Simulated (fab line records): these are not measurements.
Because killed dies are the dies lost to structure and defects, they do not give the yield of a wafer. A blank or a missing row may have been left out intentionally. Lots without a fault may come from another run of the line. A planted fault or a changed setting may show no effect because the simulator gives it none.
fab line records	flow nand-harc
record: lots: 5	wafers: 15	last-day: 24
route steps=1159 shown THIN_TSV@1139 END@1158
lots with no fault: from the same line, run without faults
start-h: hours from the record's opening day to when the first of the lot's shown wafers began	wait-h: hours from the lot's prior step to this one	" as in the row above	L1.1+2: a single row standing in for several wafers	- no value, or no start was given	* or withheld: withheld	< > ~ a bound
route shown NAME@n: NAME is a module with steps in the file, n the number in the route of the first one	usual: average and standard deviation across the fault-free wafers	same: alike in all rows	chamber/n: place in a boat	sites: the reading at each site	_std_site: standard deviation of those values	_edge_site: inner sites' mean taken away from outer sites' mean	radius-mm: for every site, how far away it sits from the centre of the wafer	mask NAME#n: copy n	behind: tool/chamber where the wafer was last shaped	hold: why the lot was held/for how many hours/how that ended	device: whichever transistor did not switch (one of n, p or np)	end of line: the tests these same wafers got at the end of their route	for a step that has no rows: nothing shown but its recipe	killed: dies lost to structure and defects at the first sort, not the wafer's yield	map: per-die view of a wafer (x killed, . not killed, _ where there is no die)
set.NAME: setting as actually run; set.NAME@STEP: the setting as run at that earlier step	model.NAME: the simulator's own value behind a step, which no gauge read
certain route steps with their lots: each step a table, each wafer a row
services: from which hour (start-h, from the record's first day; less than 0 if before it) a tool's chamber was out of use, for how many hours, and why
== steps ==
step: NHARC_THIN_TSV_PVD_24
recipe: target-thk-a: 8000	power-w: withheld	chamber-pressure-pa: withheld	substrate-temp-c: withheld	time-s: withheld	gas: Ar	material: Al
lot.wafer	tool	chamber	start-h	wait-h
L083.3+4+1	pvd-sputter-01	-	482.85	0.1
L088.2+4+5	pvd-sputter-03	-	521.60	0.1
L091.1+3+5	pvd-sputter-02	-	530.92	0.2
L090.1+3+6	pvd-sputter-01	-	531.77	0.1
L093.3+4+5	pvd-sputter-01	-	556.91	0.1
step: NHARC_THIN_TSV_DEHYDRATE_25
recipe: temp-c: 150	time-s: 120
usual: chill-plate-temp-C: 22.99/0.1
lot.wafer	tool	chamber	start-h	wait-h	chill-plate-temp-C
L083.1	litho-track-07	0	483.26	-	22.91
L083.3	"	0	"	"	22.93
L083.4	"	0	"	"	23.02
L088.2	litho-track-05	0	522.01	-	23.07
L088.4	"	0	"	"	22.94
L088.5	"	0	"	"	23.04
L091.1	litho-track-07	0	531.22	-	22.87
L091.3	"	0	"	"	22.97
L091.5	"	0	"	"	22.94
L090.1	litho-track-02	0	532.17	-	22.92
L090.3	"	0	"	"	22.99
L090.6	"	0	"	"	23.04
L093.3	litho-track-02	0	557.33	-	23.01
L093.4	"	0	"	"	23.03
L093.5	"	0	"	"	22.95
step: NHARC_THIN_TSV_HMDS_26
recipe: time-s: 30
usual: chill-plate-temp-C: 22.98/0.13
lot.wafer	tool	chamber	start-h	wait-h	chill-plate-temp-C
L083.1	litho-track-07	0	-	-	22.91
L083.3	"	0	"	"	22.95
L083.4	"	0	"	"	23.10
L088.2	litho-track-05	0	-	-	22.99
L088.4	"	0	"	"	22.96
L088.5	"	0	"	"	22.83
L091.1	litho-track-07	0	-	-	23.06
L091.3	"	0	"	"	22.96
L091.5	"	0	"	"	23.01
L090.1	litho-track-02	0	-	-	22.86
L090.3	"	0	"	"	22.88
L090.6	"	0	"	"	22.82
L093.3	litho-track-02	0	-	-	22.85
L093.4	"	0	"	"	22.97
L093.5	"	0	"	"	22.87
step: NHARC_THIN_TSV_COAT_27
recipe: spin-rpm: *
usual: chill-plate-temp-C: 23.04/0.12
lot.wafer	tool	chamber	start-h	wait-h	chill-plate-temp-C
L083.1	litho-track-07	0	-	-	23.11
L083.3	"	0	"	"	22.96
L083.4	"	0	"	"	23.06
L088.2	litho-track-05	0	-	-	23.17
L088.4	"	0	"	"	23.20
L088.5	"	0	"	"	23.15
L091.1	litho-track-07	0	-	-	23.06
L091.3	"	0	"	"	22.93
L091.5	"	0	"	"	22.96
L090.1	litho-track-02	0	-	-	22.89
L090.3	"	0	"	"	22.90
L090.6	"	0	"	"	23.05
L093.3	litho-track-02	0	-	-	22.98
L093.4	"	0	"	"	22.96
L093.5	"	0	"	"	22.99
step: NHARC_THIN_TSV_SOFTBAKE_28
recipe: temp-c: 122	time-s: 95
usual: chill-plate-temp-C: 23.01/0.11
lot.wafer	tool	chamber	start-h	wait-h	chill-plate-temp-C
L083.1	litho-track-07	0	-	-	23.03
L083.3	"	0	"	"	22.96
L083.4	"	0	"	"	22.95
L088.2	litho-track-05	0	-	-	23.04
L088.4	"	0	"	"	22.98
L088.5	"	0	"	"	23.11
L091.1	litho-track-07	0	-	-	22.90
L091.3	"	0	"	"	22.80
L091.5	"	0	"	"	22.81
L090.1	litho-track-02	0	-	-	23.11
L090.3	"	0	"	"	23.03
L090.6	"	0	"	"	23.13
L093.3	litho-track-02	0	-	-	23.20
L093.4	"	0	"	"	23.04
L093.5	"	0	"	"	22.80
step: NHARC_THIN_TSV_EBR_29
usual: chill-plate-temp-C: 23.03/0.097
lot.wafer	tool	chamber	start-h	wait-h	chill-plate-temp-C
L083.1	litho-track-07	0	-	-	23.20
L083.3	"	0	"	"	23.10
L083.4	"	0	"	"	23.04
L088.2	litho-track-05	0	-	-	23.07
L088.4	"	0	"	"	23.01
L088.5	"	0	"	"	23.11
L091.1	litho-track-07	0	-	-	23.00
L091.3	"	0	"	"	22.94
L091.5	"	0	"	"	22.84
L090.1	litho-track-02	0	-	-	23.07
L090.3	"	0	"	"	22.88
L090.6	"	0	"	"	23.03
L093.3	litho-track-02	0	-	-	23.01
L093.4	"	0	"	"	22.99
L093.5	"	0	"	"	23.12
step: NHARC_THIN_TSV_EXPOSE_30
recipe: na: 0.55	dose-mj: 11.47	mask-id: PAD
lot.wafer	tool	chamber	start-h	wait-h	mask
L083.1+3+4	krf-scanner-04	0	483.53	-	PAD#0
L088.2+4+5	krf-scanner-03	0	522.17	-	PAD#0
L091.1+3+5	krf-scanner-01	0	531.37	-	PAD#0
L090.1+3+6	krf-scanner-01	0	532.32	-	PAD#0
L093.3+4+5	krf-scanner-01	0	557.61	-	PAD#0
step: NHARC_THIN_TSV_PEB_31
recipe: peb-temp-c: 118	peb-time-s: 85
usual: chill-plate-temp-C: 22.99/0.11
lot.wafer	tool	chamber	start-h	wait-h	chill-plate-temp-C
L083.1	litho-track-05	0	483.60	0.1	23.06
L083.3	"	0	"	"	23.15
L083.4	"	0	"	"	23.10
L088.2	litho-track-02	0	522.23	0.1	23.05
L088.4	"	0	"	"	22.96
L088.5	"	0	"	"	23.01
L091.1	litho-track-02	0	531.43	0.1	23.00
L091.3	"	0	"	"	22.91
L091.5	"	0	"	"	23.07
L090.1	litho-track-07	0	532.39	0.1	22.91
L090.3	"	0	"	"	23.04
L090.6	"	0	"	"	23.19
L093.3	litho-track-02	0	557.66	0.1	22.95
L093.4	"	0	"	"	22.92
L093.5	"	0	"	"	22.83
step: NHARC_THIN_TSV_DEVELOP_32
recipe: time-s: 70
usual: chill-plate-temp-C: 22.98/0.1
lot.wafer	tool	chamber	start-h	wait-h	chill-plate-temp-C
L083.1	litho-track-05	0	-	-	22.90
L083.3	"	0	"	"	22.98
L083.4	"	0	"	"	23.01
L088.2	litho-track-02	0	-	-	23.05
L088.4	"	0	"	"	22.90
L088.5	"	0	"	"	22.96
L091.1	litho-track-02	0	-	-	23.01
L091.3	"	0	"	"	22.93
L091.5	"	0	"	"	23.06
L090.1	litho-track-07	0	-	-	23.18
L090.3	"	0	"	"	22.91
L090.6	"	0	"	"	23.24
L093.3	litho-track-02	0	-	-	23.02
L093.4	"	0	"	"	23.03
L093.5	"	0	"	"	23.06
step: NHARC_THIN_TSV_CD_MEAS_33
recipe: target-cd-nm: 5000	landing-energy-ev: 500
usual: cd-nm: 5001.4/2.8
lot.wafer	tool	chamber	start-h	wait-h	cd-nm
L083.1	cd-sem-02	0	483.69	-	4998.6
L083.3	"	0	"	"	5000.3
L083.4	"	0	"	"	4997.7
L088.2	cd-sem-03	0	522.33	-	5002.6
L088.4	"	0	"	"	5006.3
L088.5	"	0	"	"	5001.3
L091.1	cd-sem-02	0	531.52	-	5006.3
L091.3	"	0	"	"	5000.9
L091.5	"	0	"	"	5000.5
L090.1	cd-sem-02	0	532.48	-	5001.1
L090.3	"	0	"	"	5000.9
L090.6	"	0	"	"	5002.5
L093.3	cd-sem-01	0	557.76	-	5002.4
L093.4	"	0	"	"	5001.2
L093.5	"	0	"	"	5003.4
step: NHARC_THIN_TSV_HARDBAKE_34
recipe: temp-c: 125	time-s: 80
usual: chill-plate-temp-C: 23.01/0.11
lot.wafer	tool	chamber	start-h	wait-h	chill-plate-temp-C
L083.1	litho-track-07	0	483.77	-	22.89
L083.3	"	0	"	"	22.93
L083.4	"	0	"	"	22.93
L088.2	litho-track-02	0	522.41	-	23.14
L088.4	"	0	"	"	23.16
L088.5	"	0	"	"	23.15
L091.1	litho-track-05	0	531.60	-	22.95
L091.3	"	0	"	"	22.84
L091.5	"	0	"	"	22.99
L090.1	litho-track-02	0	532.56	-	22.91
L090.3	"	0	"	"	22.98
L090.6	"	0	"	"	23.05
L093.3	litho-track-07	0	557.84	-	22.95
L093.4	"	0	"	"	23.01
L093.5	"	0	"	"	22.97
step: NHARC_THIN_TSV_DESCUM_35
recipe: time-s: 3	o2-flow-sccm: 200	ar-flow-sccm: 0	bias-power-w: 0	chemistry: O2
usual: drypump-motor-current-A: 5.8/0.53	oes-product-au: 1.000/0.015	rf-vpp-V: 57.9/0.87	showerhead-plenum-p-Torr: 1.95/0.067	throttle-valve-pct: 11.312/0.0093
same: bias-power-w: 0
lot.wafer	tool	chamber	start-h	wait-h	drypump-motor-current-A	oes-product-au	rf-hours-counter-h	rf-vpp-V	showerhead-plenum-p-Torr	throttle-valve-pct
L083.1	rie-diel-11	0	483.85	-	4.9	1.007	6	57.6	2.03	11.316
L083.3	"	1	"	"	5.8	1.010	7	57.8	1.98	11.300
L083.4	"	2	"	"	6.5	1.019	7	58.8	1.94	11.291
L088.4	rie-diel-01	2	522.49	-	6.5	1.004	2	59.1	1.94	11.313
L088.2	"	0	"	"	6.0	0.999	2	57.1	1.96	11.324
L088.5	"	2	"	"	6.5	1.015	-	56.3	1.94	11.311
L091.3	rie-diel-11	1	531.68	-	5.8	1.004	11	58.7	1.98	11.312
L091.1	"	3	"	"	6.6	0.981	11	59.3	1.96	11.311
L091.5	"	1	"	"	5.8	1.001	-	58.4	1.98	11.310
L090.3	rie-diel-01	2	532.64	-	6.5	1.018	3	57.5	1.94	11.314
L090.1	"	0	"	"	6.0	1.006	3	58.0	1.96	11.311
L090.6	"	2	"	"	6.5	1.029	-	58.2	1.94	11.305
L093.3	rie-diel-01	1	557.93	-	6.3	0.984	4	58.7	2.03	11.315
L093.4	"	3	"	"	5.4	1.007	5	56.7	1.86	11.308
L093.5	"	0	"	"	6.0	0.991	-	58.3	1.96	11.299
step: NHARC_THIN_TSV_ETCH_59
recipe: target-depth-a: 8800	icp-w: 900	bias-w: 100	Cl2_flow_sccm: 60	bcl3-flow-sccm: 30	time-s: 138.1	chemistry: Cl2/BCl3
usual: drypump-motor-current-A: 5.3/0.43	oes-product-au: 1.001/0.015	throttle-valve-pct: 22.264/0.009
lot.wafer	tool	chamber	start-h	wait-h	drypump-motor-current-A	oes-product-au	rf-hours-counter-h	throttle-valve-pct
L083.1	rie-metal-02	0	483.98	0.1	5.1	1.008	2.3	22.267
L083.4	"	0	"	"	5.1	0.998	-	22.279
L083.3	"	1	"	"	5.3	1.032	-	22.265
L088.2	rie-metal-03	1	522.62	0.1	6.0	0.997	1.8	22.271
L088.4	"	1	"	"	5.9	1.001	-	22.281
L088.5	"	0	"	"	4.7	0.988	-	22.266
L091.1	rie-metal-02	0	531.84	0.1	5.1	0.990	3.5	22.254
L091.3	"	1	"	"	5.3	1.020	-	22.247
L091.5	"	0	"	"	5.1	0.997	-	22.261
L090.1	rie-metal-03	1	532.77	0.1	6.0	1.002	2.2	22.268
L090.3	"	0	"	"	4.7	0.980	-	22.249
L090.6	"	1	"	"	5.9	0.997	-	22.279
L093.3	rie-metal-02	0	558.11	0.2	5.1	0.998	-	22.265
L093.4	"	1	"	"	5.3	1.029	-	22.278
L093.5	"	1	"	"	5.3	1.024	-	22.255
step: NHARC_THIN_TSV_ETCH_36
recipe: target-depth-a: 650	over-etch-frac: 0.3	time-s: 18.571	ion-energy-ev: 150	chemistry: Cl2/BCl3
usual: drypump-motor-current-A: 5.3/0.43	oes-product-au: 1.000/0.014
lot.wafer	tool	chamber	start-h	wait-h	drypump-motor-current-A	oes-product-au	rf-hours-counter-h
L083.1	rie-metal-02	1	484.24	0.2	5.3	1.036	2.4
L083.3	"	0	"	"	5.1	0.999	-
L083.4	"	1	"	"	5.3	1.024	-
L088.2	rie-metal-03	0	522.88	0.2	4.7	0.983	1.9
L088.4	"	1	"	"	6.0	0.998	-
L088.5	"	0	"	"	4.7	0.993	-
L091.1	rie-metal-02	0	532.10	0.2	5.1	0.995	3.6
L091.3	"	1	"	"	5.2	1.020	-
L091.5	"	0	"	"	5.1	0.995	-
L090.1	rie-metal-03	0	533.03	0.2	4.7	1.000	2.4
L090.3	"	1	"	"	6.0	1.008	-
L090.6	"	0	"	"	4.7	1.000	-
L093.4	rie-metal-02	1	558.32	0.1	5.3	1.020	-
L093.3	"	0	"	"	5.1	0.993	-
L093.5	"	1	"	"	5.3	1.034	-
step: NHARC_THIN_TSV_STRIP_56
recipe: power-w: 1500	temp-c: 250	chemistry: O2
usual: drypump-motor-current-A: 5.7/0.33	heater-power-w: 347/28
lot.wafer	tool	chamber	start-h	wait-h	drypump-motor-current-A	heater-power-w	rf-hours-counter-h
L083.1	plasma-asher-02	1	484.34	0.1	5.5	349	50
L083.4	"	1	"	"	5.5	343	-
L083.3	"	0	"	"	5.3	338	-
L088.2	plasma-asher-02	0	523.03	0.1	5.3	338	63
L088.4	"	0	"	"	5.3	344	-
L088.5	"	0	"	"	5.3	336	-
L091.1	plasma-asher-01	1	532.33	0.2	6.0	319	22
L091.3	"	0	"	"	5.9	388	-
L091.5	"	0	"	"	5.9	389	-
L090.1	plasma-asher-01	0	533.17	0.1	5.9	390	23
L090.3	"	1	"	"	6.0	319	-
L090.6	"	1	"	"	6.0	314	-
L093.3	plasma-asher-02	0	558.50	0.2	5.3	321	-
L093.4	"	1	"	"	5.4	360	-
L093.5	"	1	"	"	5.4	360	-
step: NHARC_THIN_TSV_STRIP_57
recipe: time-s: 1200	temp-c: 72.5	chemistry: post-etch-residue-remover
lot.wafer	tool	chamber	start-h	wait-h
L083.3+4+1	wet-bench-08	5,7,0	484.70	0.2
L088.2+5+4	wet-bench-08	0,1,4	523.33	0.3
L091.1+3+5	wet-bench-08	7,2,3	532.69	0.3
L090.6+1+3	wet-bench-08	6,0,3	533.48	0.1
L093.5+3+4	wet-bench-08	2,3,6	558.76	0.1
step: NHARC_THIN_TSV_CD_MEAS_37
usual: cd-nm: 5001/4.4
lot.wafer	tool	chamber	start-h	wait-h	cd-nm
L083.1	cd-sem-03	-	485.14	-	4994
L083.3	"	-	"	"	4999
L083.4	"	-	"	"	4993
L088.2	cd-sem-03	-	523.79	-	4999
L088.4	"	-	"	"	5008
L088.5	"	-	"	"	4996
L091.1	cd-sem-02	-	533.13	-	5007
L091.3	"	-	"	"	5001
L091.5	"	-	"	"	5003
L090.1	cd-sem-03	-	533.94	-	4996
L090.3	"	-	"	"	4999
L090.6	"	-	"	"	4994
L093.3	cd-sem-03	-	559.20	-	5005
L093.4	"	-	"	"	4998
L093.5	"	-	"	"	4999
step: NHARC_THIN_TSV_ANNEAL_58
recipe: temp-c: 400	time-s: 1800
lot.wafer	tool	chamber	start-h	wait-h
L083.1+3+4	furnace-05	0	485.77	0.6
L088.2+4+5	furnace-02	0	526.78	3.0
L090.1+3+6	furnace-07	0	535.89	2.0
L091.1+3+5	furnace-07	0	535.89	2.8
L093.3+4+5	furnace-05	0	562.19	3.0
step: NHARC_THIN_TSV_INSPECT_40
usual: raw-defect-count: 478/75
lot.wafer	tool	chamber	start-h	wait-h	raw-defect-count
L083.1	defect-inspect-02	-	487.23	0.4	516
L083.3	"	-	"	"	561
L083.4	"	-	"	"	603
L088.2	defect-inspect-02	-	528.23	0.4	391
L088.4	"	-	"	"	374
L088.5	"	-	"	"	452
L090.1	defect-inspect-02	-	537.34	0.4	601
L090.3	"	-	"	"	551
L090.6	"	-	"	"	590
L091.1	defect-inspect-01	-	537.34	0.4	578
L091.3	"	-	"	"	409
L091.5	"	-	"	"	502
L093.3	defect-inspect-01	-	563.65	0.4	397
L093.4	"	-	"	"	418
L093.5	"	-	"	"	454
step: NHARC_END_WLT_00
usual: VT_DECK1_BOTTOM: 0.873/0.0084	VT_DECK1_BOTTOM_INNER: 0.874/0.0075	VT_DECK1_MEDIAN_NEAR_BOTTOM: 0.874/0.0075	VT_DECK1_MEDIAN_NEAR_BOTTOM_INNER: 0.875/0.0083	VT_DECK1_MIDDLE: 0.887/0.0068	VT_DECK1_MIDDLE_INNER: 0.887/0.0073	VT_DECK1_TOP: 0.898/0.0078	VT_DECK1_TOP_INNER: 0.899/0.007
lot.wafer	tool	chamber	start-h	wait-h	VT_DECK1_BOTTOM	VT_DECK1_BOTTOM_INNER	VT_DECK1_MEDIAN_NEAR_BOTTOM	VT_DECK1_MEDIAN_NEAR_BOTTOM_INNER	VT_DECK1_MIDDLE	VT_DECK1_MIDDLE_INNER	VT_DECK1_TOP	VT_DECK1_TOP_INNER
L083.1	prober-02	-	495.00	7.8	0.886	0.875	0.889	0.881	0.896	0.894	0.903	0.902
L083.3	"	-	496.01	8.8	0.859	0.862	0.866	0.865	0.877	0.888	0.903	0.898
L083.4	"	-	"	"	0.875	0.869	0.876	0.871	0.886	0.891	0.909	0.906
L088.2	prober-01	-	528.78	0.5	0.887	0.886	0.888	0.883	0.900	0.891	0.913	0.902
L088.4	"	-	529.78	1.5	0.880	0.887	0.881	0.878	0.895	0.892	0.912	0.911
L088.5	"	-	"	"	0.888	0.881	0.887	0.892	0.892	0.906	0.911	0.910
L090.1	prober-01	-	543.86	6.5	0.865	0.870	0.860	0.866	0.874	0.869	0.884	0.890
L090.3	"	-	544.87	7.5	0.865	0.866	0.868	0.869	0.876	0.886	0.884	0.893
L090.6	"	-	546.39	9.0	0.867	0.867	0.878	0.867	0.887	0.885	0.889	0.889
L091.1	prober-02	-	545.35	8.0	0.886	0.887	0.884	0.884	0.895	0.896	0.895	0.895
L091.3	"	-	"	"	0.870	0.872	0.868	0.866	0.885	0.895	0.898	0.897
L091.5	"	-	547.34	10.0	0.881	0.876	0.885	0.881	0.884	0.894	0.893	0.897
L093.3	prober-01	-	564.69	1.0	0.862	0.868	0.864	0.861	0.872	0.870	0.876	0.883
L093.4	"	-	"	"	0.866	0.866	0.865	0.859	0.882	0.872	0.880	0.883
L093.5	"	-	"	"	0.856	0.859	0.863	0.872	0.884	0.877	0.889	0.887
step: NHARC_END_SORT_01
recipe: temp-c: 25
usual: defect-limited-yield: 95.7/1.2	killed-at-array: 25/7.8	killed-at-other: 0.6/0.81	killed-at-periphery: 3.3/2.2	killed-dies: 29/8.2	killed-open: 3.5/1.9	killed-short: 1.8/1.3	sort_bin_2_pct: 1.3/0.5	sort_bin_3_pct: 0.23/0.21	sort_bin_4_pct: 2.8/0.9	sort-n-pass: 648/8.2	sort-rim-yield-pct: 94.3/2.8	sort-yield-pct: 95.7/1.2
same: gross-dies: 677	sort_bin_5_pct[%]: 0	sort_bin_6_pct[%]: 0	sort_bin_7_pct[%]: 0	sort_bin_8_pct[%]: 0	sort-rim-n-gross: 106.00
lot.wafer	tool	chamber	start-h	wait-h	defect-limited-yield[%]	killed-at-array	killed-at-other	killed-at-periphery	killed-dies	killed-open	killed-short	sort_bin_2_pct[%]	sort_bin_3_pct[%]	sort_bin_4_pct[%]	sort-n-pass	sort-rim-yield-pct[%]	sort-yield-pct[%]
L090.1	prober-01	0	546.90	2.5	94.2	34	1	4	39	6	1	1.5	0.30	4.0	638	95.3	94.2
L090.3	prober-01	0	548.52	3.1	94.1	35	2	3	40	6	1	1.6	0.15	4.1	637	91.5	94.1
L090.6	prober-01	0	550.94	4.0	95.4	27	1	3	31	1	1	1.6	0.15	2.8	646	98.1	95.4
L093.4	prober-01	0	569.07	3.4	95.9	21	2	5	28	7	4	1.2	0.30	2.7	649	91.5	95.9
killed by level:class
L090.1 A_SLIT:chamber-film-flake=17 A_CONTACT:chamber-film-flake=6 A_WL_FILL:chamber-film-flake=3 P_ZERO_WELL:chamber-film-flake=2 P_CONTACT:geometric-particle:open=1 P_M0:geometric-particle:open=1 A_WL_FILL:geometric-particle:short=1 A_CONTACT:geometric-particle:open=1
L090.3 A_SLIT:chamber-film-flake=14 A_CONTACT:chamber-film-flake=6 A_CHANNEL_HOLE_D1:chamber-film-flake=6 A_CONTACT:geometric-particle:open=2 A_STAIRCASE:chamber-film-flake=2 THIN_TSV:chamber-film-flake=2 P_M1:geometric-particle:open=1 P_M2:geometric-particle:open=1
L090.6 A_SLIT:chamber-film-flake=13 A_CHANNEL_HOLE_D1:chamber-film-flake=4 A_CONTACT:chamber-film-flake=4 A_M0:chamber-film-flake=3 P_GATE:chamber-film-flake=2 A_STAIRCASE:chamber-film-flake=2 P_GATE:geometric-particle:short=1 A_CONTACT:geometric-particle:open=1
L093.4 A_CHANNEL_HOLE_D1:chamber-film-flake=7 A_STAIRCASE:chamber-film-flake=3 P_CONTACT:geometric-particle:open=2 A_CHANNEL_FILL_D1:geometric-particle:open=2 A_M0:geometric-particle:open=2 A_CONTACT:chamber-film-flake=2 A_CHANNEL_HOLE_D1:geometric-particle:short=1 A_CHANNEL_FILL_D1:geometric-particle:short=1
== services ==
tool	chamber	start-h	hours	kind
pvd-sputter-03	-	461.63	0.6	repair
rie-metal-03	0	462.00	-	clean
rie-metal-03	1	462.00	-	clean
krf-scanner-04	-	467.97	5.9	repair
rie-diel-01	0	470.85	-	clean
krf-scanner-04	-	473.89	4.0	pm
pvd-sputter-01	-	474.85	2.0	repair
plasma-asher-01	-	477.62	0.9	repair
plasma-asher-01	-	483.36	4.0	repair
krf-scanner-04	-	486.46	0.3	repair
krf-scanner-04	-	487.07	1.4	repair
rie-diel-01	-	491.80	9.0	pm
krf-scanner-03	-	495.29	1.1	repair
krf-scanner-03	-	504.83	1.3	repair
pvd-sputter-03	-	510.81	0.7	repair
krf-scanner-03	-	512.00	4.0	pm
litho-track-02	-	515.00	7.0	pm
pvd-sputter-01	-	515.14	10.0	pm
rie-diel-01	0	535.26	5.5	repair
plasma-asher-02	-	537.32	9.0	pm
litho-track-07	-	539.03	7.0	pm
rie-diel-11	-	543.66	9.0	pm
pvd-sputter-03	-	548.03	0.8	repair
krf-scanner-01	-	561.88	0.5	repair
== key ==
fault none
